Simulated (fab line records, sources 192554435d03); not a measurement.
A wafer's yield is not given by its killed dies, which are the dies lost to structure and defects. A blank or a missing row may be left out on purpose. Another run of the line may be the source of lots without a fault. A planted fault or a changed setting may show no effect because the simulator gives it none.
Comparing a struck lot with a sound one || flow n5Finfet || 13 out of 1938 route steps
Sound: wafers L517.1, L517.2, L517.5. Struck: wafer L530.4 (L530.1, L530.6, from the same lot, were not struck and are left out); the cause is given at the end.
Order at every step that has rows: each side's tool, ch and its chambers, its first start. Under that, the readings that differ: sound wafers || struck wafers || difference of the means || sigmas: that difference in standard deviations of wafers without a fault.
alike: same words and numbers on both sides, and readings whose means sit less than 2 such deviations apart. not compared: any withheld reading, any reading some wafer has no value for, any bound like >300 that may hide the same value, and any number with overlapping values for which the record gives no deviation.
The two part at a step that has a row with sigmas, a row that says differs or no value, or rows on one side only. Numbers that have no deviation but don't overlap get no sigmas and don't part them. A reading missing from all wafers of one side parts the sides only when that side holds two or more wafers.

first, 2 steps without rows for these wafers: N5_BEOL_M15_STRIP_36 (strips in O2); N5_BEOL_M15_STRIP_62 (strips in O2).
N5_BEOL_M15_STRIP_37: strips in O2.
  sound: rieDiel-01 ch 0,2; struck: rieDiel-05 ch 1
  alike: drypumpMotorCurrentA, oesProductAu, rfVppV, showerheadPlenumPTorr, throttleValvePct
  not compared: rfHoursCounterH
N5_BEOL_M15_ETCH_38: etches SiCN in CF4/N2, target depth 106.4 nm, time 120.5 s.
  sound: rieDiel-01 ch 0,2; struck: rieDiel-05 ch 1
  alike: drypumpMotorCurrentA, oesProductAu, rfVppV, showerheadPlenumPTorr, throttleValvePct
  not compared: rfHoursCounterH
then, 2 steps without rows for these wafers: N5_BEOL_M15_PRECLEAN_39 (cleans in residue remover, time 60 s); N5_BEOL_M15_SRD_40 (time 30 s, dry time 30 s).
N5_BEOL_M15_DEGAS_41: time 60 s.
  sound on pvdSputter-02 at day 12 01:27; struck on pvdSputter-01 at day 15 16:11
  alike: heaterPowerW
then, 3 steps without rows for these wafers: N5_BEOL_M15_PRE_CLEAN_42 (time 30 s); N5_BEOL_M15_SPUTTER_43 (material TaN, target thk 15 nm, time 24.19 s); N5_BEOL_M15_SPUTTER_44 (material Ta, target thk 15 nm, time 24.19 s).
N5_BEOL_M15_SPUTTER_45: material Cu, target thk 100 nm, time 16.67 s.
  sound on pvdSputter-02 at day 12 01:41; struck on pvdSputter-01 at day 15 16:25
  alike: chuckGasFlowSccm, substrateTempC, throttleValvePct
N5_BEOL_M15_ECD_47: material Cu, target thk 1860 nm.
  sound on ecdCu-02 ch 0,1, day 12 01:49; struck on ecdCu-02 ch 0, day 15 16:32
{"reading": "model.Cu_of_BEOL_M15_ECD_47.thkNm (nm)", "sound": "1867 1865 1842", "struck": 2519, "difference": "+661", "sigmas": ""}
N5_BEOL_M15_ANNEAL_48: time 90 s.
  sound on rtpAnneal-02 ch 0, day 12 02:03; struck on rtpAnneal-02 ch 0, day 15 16:47
  alike: annealTempCMax, wafer_temp_C_max

## WHERE THEY PART
Nowhere in this record.

WHY: whatever the simulator had introduced
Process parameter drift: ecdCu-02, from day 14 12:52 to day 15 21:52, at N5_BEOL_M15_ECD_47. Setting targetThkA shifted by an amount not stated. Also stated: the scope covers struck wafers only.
